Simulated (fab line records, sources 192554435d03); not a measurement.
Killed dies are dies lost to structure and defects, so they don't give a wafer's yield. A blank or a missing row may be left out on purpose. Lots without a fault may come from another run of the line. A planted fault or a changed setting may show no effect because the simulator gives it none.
fab line records | flow n5_finfet | part 2 of 2: steps 16 to 25 of 25
record lots=5 wafers=15 last_day=17
route steps=1938 shown BEOL_M6@1231
lots that met no fault: from a run of the same line without faults
start_h: hours from the record's first day to the start of the lot's first wafer shown | wait_h: hours since the lot's step before | " the same as in the row above | L1.1+2: a row that stands for several wafers | - no value, or no start given | * or withheld: withheld | < > ~ a bound
route shown NAME@n: a module of which the file shows steps, and the number in the route of the first | usual: mean/standard deviation of fault-free wafers | same: alike in all rows | chamber/n: place in a boat | sites: the reading at each site | _std_site: their standard deviation | _edge_site: outer sites' mean less inner sites' | radius_mm: how far each site lies from the wafer's centre | mask NAME#n: copy n | behind: the tool/chamber that last shaped the wafer | hold: why the lot was held/for how many hours/how that ended | device: the transistor (n, p or np) that didn't switch | end of line: the same wafers' tests at the end of the route | a step without rows: its recipe alone | killed: dies lost to structure and defects at the first sort, not the wafer's yield | map: a wafer's dies, x killed, . not, _ none there
set.NAME: the setting as run; set.NAME@STEP: as run at that earlier step | model.NAME: the simulator's own value behind a step, which no gauge read
lots at some steps of the route; a table a step, a row a wafer
services: from which hour (start_h, from the record's first day; less than 0 if before it) a tool's chamber was out of use, for how many hours, and why
## steps
# step N5_BEOL_M6_SRD_43
# recipe time_s=30 temp_c=23 rinse_liquid=diw dry=ipa_marangoni
# usual bath_heat_duty_pct=3.5/0.6 do_supply_ppb=10.00/0.11 temp_c=23.00/0.1
# columns lot.wafer tool chamber start_h wait_h bath_heat_duty_pct do_supply_ppb temp_c
L079.2 wet_bench-01 3 226.86 0.0 3.4 10.04 22.91
L079.3 " 2 " " 3.1 9.90 22.91
L079.5 " 5 " " 2.9 10.07 22.98
L080.2 wet_bench-01 5 232.82 0.0 3.8 9.92 23.08
L080.3 " 6 " " 3.6 9.87 23.07
L080.6 " 4 " " 3.3 10.06 23.15
L089.1 wet_bench-01 6 278.07 0.0 3.6 9.84 22.98
L089.2 " 3 " " 3.4 9.98 23.01
L089.4 " 1 " " 3.0 10.06 23.01
L094.2 wet_bench-05 2 311.39 0.0 3.2 10.05 23.09
L094.5 " 5 " " 3.6 9.76 22.96
L094.6 " 4 " " 3.3 10.11 23.12
L095.1 wet_bench-05 3 317.16 0.0 2.7 9.84 22.98
L095.2 " 1 " " 3.9 9.87 22.94
L095.5 " 4 " " 3.9 9.97 22.94
# step N5_BEOL_M6_CD_MEAS_35
# recipe target_cd_nm=40 target_cd_y_nm=28 polarity=opening
# usual cd_nm=39.9/0.62
# columns lot.wafer tool chamber start_h wait_h cd_nm
L079.2 cd_sem-03 - 226.90 0.0 40.2
L079.3 " - " " 40.5
L079.5 " - " " 40.9
L080.2 cd_sem-03 - 232.87 0.0 39.4
L080.3 " - " " 38.6
L080.6 " - " " 39.0
L089.1 cd_sem-03 - 278.11 0.0 39.7
L089.2 " - " " 38.8
L089.4 " - " " 39.5
L094.2 cd_sem-01 - 311.43 0.0 40.5
L094.5 " - " " 40.6
L094.6 " - " " 40.2
L095.1 cd_sem-03 - 317.20 0.0 39.3
L095.2 " - " " 39.6
L095.5 " - " " 39.1
# step N5_BEOL_M6_CURE_75
# recipe temp_c=370 time_s=120 ambient=DMADMS/He material=SiCOH_lowk
# usual lamp_power_pct=52.32/0.06 wafer_temp_C_max=371.6/0.44
# columns lot.wafer tool chamber start_h wait_h lamp_power_pct wafer_temp_C_max
L079.2 uv_cure-01 2 227.17 0.3 52.42 371.6
L079.3 " 2 " " 52.22 371.5
L079.5 " 2 " " 52.33 371.4
L080.2 uv_cure-03 1 232.96 0.1 52.31 371.6
L080.3 " 1 " " 52.33 372.5
L080.6 " 1 " " 52.34 372.4
L089.1 uv_cure-03 0 278.15 0.0 52.34 371.3
L089.2 " 0 " " 52.33 370.6
L089.4 " 0 " " 52.37 371.0
L094.2 uv_cure-03 2 311.58 0.1 52.32 371.1
L094.5 " 2 " " 52.22 371.4
L094.6 " 2 " " 52.36 371.5
L095.1 uv_cure-03 1 317.24 0.0 52.35 371.7
L095.2 " 1 " " 52.34 371.8
L095.5 " 1 " " 52.34 371.5
# step N5_BEOL_M6_DEGAS_44
# recipe ambient=vacuum temp_c=250 time_s=60
# usual heater_power_w=335/34 susceptor_temp_C=250.02/0.19
# columns lot.wafer tool chamber start_h wait_h heater_power_w susceptor_temp_C
L079.2 pvd_sputter-01 - 227.72 0.5 373 249.94
L079.3 " - " " 361 250.34
L079.5 " - " " 298 250.38
L080.2 pvd_sputter-01 - 233.39 0.4 317 249.97
L080.3 " - " " 370 249.84
L080.6 " - " " 358 249.92
L089.1 pvd_sputter-03 - 280.18 2.0 334 249.93
L089.2 " - " " 337 250.01
L089.4 " - " " 309 250.18
L094.2 pvd_sputter-01 - 312.01 0.4 318 250.19
L094.5 " - " " 372 249.72
L094.6 " - " " 294 250.14
L095.1 pvd_sputter-01 - 317.68 0.4 368 249.88
L095.2 " - " " 321 249.94
L095.5 " - " " 321 250.02
# step N5_BEOL_M6_PRE_CLEAN_45
# recipe gas=H2/He time_s=30 temp_c=250
# usual heater_power_w=334/34 susceptor_temp_C=249.99/0.18
# columns lot.wafer tool chamber start_h wait_h heater_power_w susceptor_temp_C
L079.2 pvd_sputter-01 - 227.76 0.0 359 249.84
L079.3 " - " " 346 250.16
L079.5 " - " " 299 249.92
L080.2 pvd_sputter-01 - 233.43 0.0 316 249.93
L080.3 " - " " 360 249.80
L080.6 " - " " 349 250.13
L089.1 pvd_sputter-03 - 280.22 0.0 331 249.60
L089.2 " - " " 331 250.22
L089.4 " - " " 311 249.57
L094.2 pvd_sputter-01 - 312.05 0.0 321 249.97
L094.5 " - " " 351 249.92
L094.6 " - " " 300 250.17
L095.1 pvd_sputter-01 - 317.72 0.0 349 249.99
L095.2 " - " " 314 249.85
L095.5 " - " " 316 250.15
# step N5_BEOL_M6_ALD_77
# recipe material=TaN target_thk_a=20 temp_c=275 ald_precursor_family=PDMAT ald_co_reactant=NH3 pressure_torr=3 carrier_flow_sccm=1500 pulse_time_s=2 purge_time_s=3 co_reactant_purge_time_s=2 co_reactant_pulse_time_s=3 ald_cycles=40 precursor_vessel_temp_c=75 precursor_vessel_pressure_torr=26.25 precursor_vessel_carrier_sccm=1000
# usual heater_power_w=422/67 susceptor_temp_C=274.96/0.18
# columns lot.wafer tool chamber start_h wait_h heater_power_w susceptor_temp_C
L079.2 ald_metal-01 2 227.86 0.1 463 275.38
L079.3 " 3 " " 411 275.17
L079.5 " 0 " " 362 275.18
L080.2 ald_metal-04 3 233.51 0.1 354 274.93
L080.3 " 1 " " 458 274.97
L080.6 " 3 " " 359 275.18
L089.1 ald_metal-03 1 280.35 0.1 448 274.81
L089.2 " 3 " " 437 274.63
L089.4 " 0 " " 483 275.07
L094.2 ald_metal-03 2 312.16 0.1 358 274.89
L094.5 " 2 " " 376 274.94
L094.6 " 3 " " 436 274.91
L095.1 ald_metal-04 1 317.84 0.1 456 274.80
L095.2 " 0 " " 538 274.90
L095.5 " 0 " " 549 275.04
# step N5_BEOL_M6_SURFACE_TREAT_79
# recipe gas=Ar time_s=* ion_energy_ev=* ion_current_ma_cm2=0.5 pressure_mtorr=* ar_flow_sccm=30
# usual throttle_valve_pct=*
# columns lot.wafer tool chamber start_h wait_h throttle_valve_pct
L079.2 pvd_sputter-01 - 228.18 0.2 *
L079.3 " - " " *
L079.5 " - " " *
L080.2 pvd_sputter-01 - 234.01 0.4 *
L080.3 " - " " *
L080.6 " - " " *
L089.1 pvd_sputter-03 - 280.66 0.2 *
L089.2 " - " " *
L089.4 " - " " *
L094.2 pvd_sputter-02 - 313.92 1.6 *
L094.5 " - " " *
L094.6 " - " " *
L095.1 pvd_sputter-03 - 319.88 1.9 *
L095.2 " - " " *
L095.5 " - " " *
# step N5_BEOL_M6_CVD_78
# recipe material=Co target_thk_a=20 temp_c=withheld precursor=CCTBA/H2 pressure_torr=30 time_s=142.3
# columns lot.wafer tool chamber start_h wait_h
L079.2+3+5 cvd_co-02 1,0,0 228.31 0.1
L080.2+3+6 cvd_co-01 1 234.07 0.0
L089.1+2+4 cvd_co-01 1,0,0 280.84 0.2
L094.2+5+6 cvd_co-02 0,1,0 313.98 0.0
L095.1+2+5 cvd_co-01 1,0,1 319.94 0.0
# step N5_BEOL_M6_SPUTTER_48
# recipe material=Cu target_thk_a=100 temp_c=-20 bias_v=60 power_w=26000 chamber_pressure_pa=0.13 time_s=1.667
# usual chamber_pressure_pa=0.13004/0.00024 substrate_temp_c=-19.99/0.1 susceptor_temp_C=-20.01/0.11 throttle_valve_pct=29.9/1.1
# columns lot.wafer tool chamber start_h wait_h chamber_pressure_pa substrate_temp_c susceptor_temp_C throttle_valve_pct
L079.2 pvd_sputter-02 - 228.51 0.2 0.12999 -20.03 -19.91 31.4
L079.3 " - " " 0.13011 -19.79 -20.03 28.8
L079.5 " - " " 0.12977 -20.02 -20.12 29.0
L080.2 pvd_sputter-01 - 234.29 0.2 0.13046 -19.96 -20.03 30.0
L080.3 " - " " 0.12995 -20.03 -20.04 28.8
L080.6 " - " " 0.13008 -20.03 -20.04 29.4
L089.1 pvd_sputter-03 - 281.08 0.2 0.12981 -20.06 -19.92 31.1
L089.2 " - " " 0.12993 -19.97 -19.92 31.2
L089.4 " - " " 0.13072 -20.11 -19.90 30.6
L094.2 pvd_sputter-03 - 314.23 0.2 0.12998 -20.11 -20.05 30.5
L094.5 " - " " 0.13005 -20.18 -19.88 30.5
L094.6 " - " " 0.13038 -19.99 -20.03 31.2
L095.1 pvd_sputter-01 - 320.14 0.2 0.12967 -19.98 -20.11 29.3
L095.2 " - " " 0.12997 -20.02 -19.90 28.8
L095.5 " - " " 0.13028 -19.94 -20.02 29.0
# step N5_BEOL_M6_ECD_50
# recipe material=Cu target_thk_a=3000
# columns lot.wafer tool chamber start_h wait_h
L079.2+3+5 ecd_cu-01 0,1,1 228.63 0.1
L080.2+3+6 ecd_cu-02 0,0,1 234.40 0.1
L089.1+2+4 ecd_cu-01 1,0,1 281.20 0.1
L094.2+5+6 ecd_cu-02 0,0,1 314.35 0.1
L095.1+2+5 ecd_cu-01 1,0,0 320.25 0.1
## services
# columns tool chamber start_h hours kind
cvd_co-02 - 212.38 6.0 pm
ald_metal-03 3 217.44 6.0 repair
rie_diel-04 3 229.55 4.3 repair
ald_metal-01 - 232.15 4.6 repair
cvd_co-01 0 242.33 9.0 repair
uv_cure-03 - 245.54 2.1 pm
rie_diel-03 1 249.80 - clean
rie_diel-03 1 249.80 - consumable_replace:focus_ring
rie_diel-03 1 249.80 19.8 scheduled_down
rie_diel-03 1 249.80 19.8 vent_cycle
ald_metal-01 2 251.76 6.0 repair
ald_metal-03 3 252.84 10.5 repair
pvd_sputter-01 - 254.97 2.7 repair
rie_diel-04 2 266.04 - clean
rie_diel-04 2 266.04 - consumable_replace:focus_ring
rie_diel-04 2 266.04 20.8 scheduled_down
cvd_co-02 - 266.63 6.9 pm
ecd_cu-02 - 268.48 2.6 repair
ecd_cu-02 - 279.86 2.8 repair
rie_diel-03 2 280.67 4.3 repair
ald_metal-03 - 285.15 2.8 pm
rie_diel-03 0 298.30 15.4 repair
uv_cure-01 - 303.50 7.5 pm
ald_metal-03 0 316.57 10.4 repair
